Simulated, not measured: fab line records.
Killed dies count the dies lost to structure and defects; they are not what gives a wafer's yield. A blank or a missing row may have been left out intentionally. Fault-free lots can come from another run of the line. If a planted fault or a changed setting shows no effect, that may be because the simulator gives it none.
Which tool did it?	flow n5-finfet	10 lots, 30 wafers sampled, at 4 steps of a route of 1938

== WHAT THE GAUGES READ, wafer by wafer ==
N5_BEOL_M10_CD_MEAS_35 targets a cd of 70 nm. Usual: cd-nm 69.7 nm, standard deviation 0.65.
lot	measured	on	cd-nm (nm)	flag
L421	day 9 23:27	cd-sem-03	69.5 71.5 70.1	
L427	day 11 14:41	cd-sem-01	69.5 70.4 69.5	
L424	day 11 20:40	cd-sem-03	69.8 69.9 69.1	
L426	day 11 20:56	cd-sem-02	69.2 69.8 70.2	
L425	day 11 21:19	cd-sem-02	69.7 69.8 69.7	
L436	day 14 15:22	cd-sem-02	70.9 69.7 70.8	
L437	day 14 18:56	cd-sem-01	68.9 69.9 69.5	
L439	day 14 21:30	cd-sem-02	70.1 69.7 69.6	
L441	day 15 19:08	cd-sem-01	70.1 68.4 70.0	
L444	day 16 13:18	cd-sem-01	69.3 69.2 69.1	

N5_BEOL_M11_OVL_MEAS_12. Usual: M11_OVL gives 0.5 nm (standard deviation 0.81).
lot	measured	on	M11_OVL (nm)	flag
L421	day 10 06:03	overlay-01	0.3 1.5 0.1	
L427	day 11 21:17	overlay-02	0.7 0.4 -0.3	
L424	day 12 01:55	overlay-02	1.1 1.1 1.2	
L426	day 12 02:15	overlay-02	0.2 -0.5 -0.6	
L425	day 12 02:05	overlay-01	0.3 1.0 0.1	
L436	day 14 19:13	overlay-02	0.5 0.8 1.3	
L437	day 15 00:44	overlay-02	0.7 -0.3 0.7	
L439	day 15 02:26	overlay-01	0.5 0.6 0.3	
L441	day 16 03:34	overlay-02	1.4 1.1 0.6	
L444	day 16 19:04	overlay-02	-0.4 -0.3 0.4	

== EACH LOT AND THE TOOL THAT RAN IT (in order: tool; ch and the chambers of the sampled wafers; start) ==
lot	N5_BEOL_M10_TRENCH_ETCH_37	N5_BEOL_M11_COAT_60
L421	rie-diel-03 ch 0,1, day 9 23:27 or earlier	litho-track-03 ch 0, day 10 05:47
L427	rie-diel-04 ch 0,3, day 11 14:41 or earlier	litho-track-02 ch 0, day 11 20:53
L424	rie-diel-02 ch 0,3, day 11 20:40 or earlier	litho-track-02 ch 0, day 12 01:32
L426	rie-diel-04 ch 0,1,2, day 11 20:56 or earlier	litho-track-02 ch 0, day 12 01:50
L425	rie-diel-03 ch 1,3, day 11 21:19 or earlier	litho-track-03 ch 0, day 12 01:49
L436	rie-diel-04 ch 1,2,3, day 14 15:22 or earlier	litho-track-02 ch 0, day 14 18:49
L437	rie-diel-03 ch 0,1, day 14 18:56 or earlier	litho-track-02 ch 0, day 15 00:20
L439	rie-diel-03 ch 0,1,2, day 14 21:30 or earlier	litho-track-04 ch 0, day 15 02:10
L441	rie-diel-03 ch 1,2,3, day 15 19:08 or earlier	litho-track-04 ch 0, day 16 03:17
L444	rie-diel-04 ch 0,2,3, day 16 13:18 or earlier	litho-track-04 ch 0, day 16 18:40
- N5_BEOL_M10_TRENCH_ETCH_37: etches SiCOH lowk in C4F6/O2, target depth 148.83 nm, time 48 s.
- N5_BEOL_M11_COAT_60: time 60 s, resist thk 30 nm.

== WHAT THE TOOLS THEMSELVES READ (means of the sampled wafers that have a number; where no wafer has one, the mark that the record gives instead) ==
N5_BEOL_M10_TRENCH_ETCH_37. Usual: O2_flow_sccm 10.00 sccm, standard deviation 0.03; drypump-motor-current-A 5.8 A, standard deviation 0.48; oes-product-au 0.82 a.u., standard deviation 0.089; rf-vpp-V 671 V, standard deviation 16; showerhead-plenum-p-Torr 2.89 Torr, standard deviation 0.094; throttle-valve-pct 20.82 %, standard deviation 0.2.
lot	tool	O2_flow_sccm (sccm)	drypump-motor-current-A (A)	oes-product-au (a.u.)	rf-vpp-V (V)	showerhead-plenum-p-Torr (Torr)	throttle-valve-pct (%)	flag
L421	rie-diel-03	9.99	5.4	0.78	668	2.84	20.62	
L427	rie-diel-04	10.04	6.6	0.86	691	2.98	21.01	
L424	rie-diel-02	10.05	5.4	0.70	670	2.74	20.80	
L426	rie-diel-04	9.96	6.2	0.93	673	2.94	20.70	
L425	rie-diel-03	10.01	5.4	0.84	658	2.91	20.69	
L436	rie-diel-04	10.01	6.1	0.87	670	2.89	20.81	
L437	rie-diel-03	10.00	5.4	0.75	667	2.82	20.69	
L439	rie-diel-03	9.99	5.4	0.75	673	2.82	20.74	
L441	rie-diel-03	9.99	5.5	0.78	662	2.89	20.79	
L444	rie-diel-04	9.98	6.2	0.84	686	2.96	20.94	

N5_BEOL_M11_COAT_60. Usual: dispense-pressure-kPa 45 kPa, standard deviation 5.8; resist-line-temp-C 23.00 C, standard deviation 0.11; spin-speed-rpm 1499.9 rpm, standard deviation 1.1.
lot	tool	dispense-pressure-kPa (kPa)	resist-line-temp-C (C)	spin-speed-rpm (rpm)	flag
L421	litho-track-03	57	23.12	1499.7	
L427	litho-track-02	42	23.03	1498.7	
L424	litho-track-02	42	22.93	1499.4	
L426	litho-track-02	42	23.09	1499.8	
L425	litho-track-03	57	22.90	1500.8	
L436	litho-track-02	42	23.01	1829.0	OFF
L437	litho-track-02	42	23.09	1828.1	OFF
L439	litho-track-04	43	23.03	1499.6	
L441	litho-track-04	43	23.01	1500.2	
L444	litho-track-04	43	23.07	1500.1	

== THE ANSWER, worked out from the rows above alone ==
Rule: take the mean of a lot's wafers that have a number; if it is more than 3 standard deviations from the usual mean, the lot is off. Also off: a lot with no number at a reading for which 4 or more lots have one. All remaining lots with rows at the step are treated as sound. First the gauges in route order, then the tools' own readings, where a lot's mean is used as printed above. The first step at which some lot is off is used, and at that step the reading that is off furthest; a lot without a number counts as furthest.
Off: L436, L437 (N5_BEOL_M11_COAT_60, spin-speed-rpm).
If a tool, at that step or one of the process steps before it, ran each lot that is off and ran no sound lot following the first of them, it fits. With no start given for some of its lots, N5_BEOL_M10_TRENCH_ETCH_37 uses the hours and lot order of N5_BEOL_M10_CD_MEAS_35. One candidate fits, namely litho-track-02 at N5_BEOL_M11_COAT_60. Its last sound lot is L426 (day 12 01:50), its first lot that is off L436 (day 14 18:49): a fault that began between those two fits.
The tool's own readings at N5_BEOL_M11_COAT_60 bear it out: on the lots that are off they differ by more than 5 times the standard deviation of the sound lots' means. spin-speed-rpm reads 1828.5 rpm there against 1499.8 rpm on the sound lots.

== WHAT THE SIMULATOR PUT IN ==
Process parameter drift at N5_BEOL_M11_COAT_60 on litho-track-02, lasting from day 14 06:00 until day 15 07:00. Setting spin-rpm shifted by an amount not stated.
Struck lots among those shown: L436, L437. The same result came from the rule above.
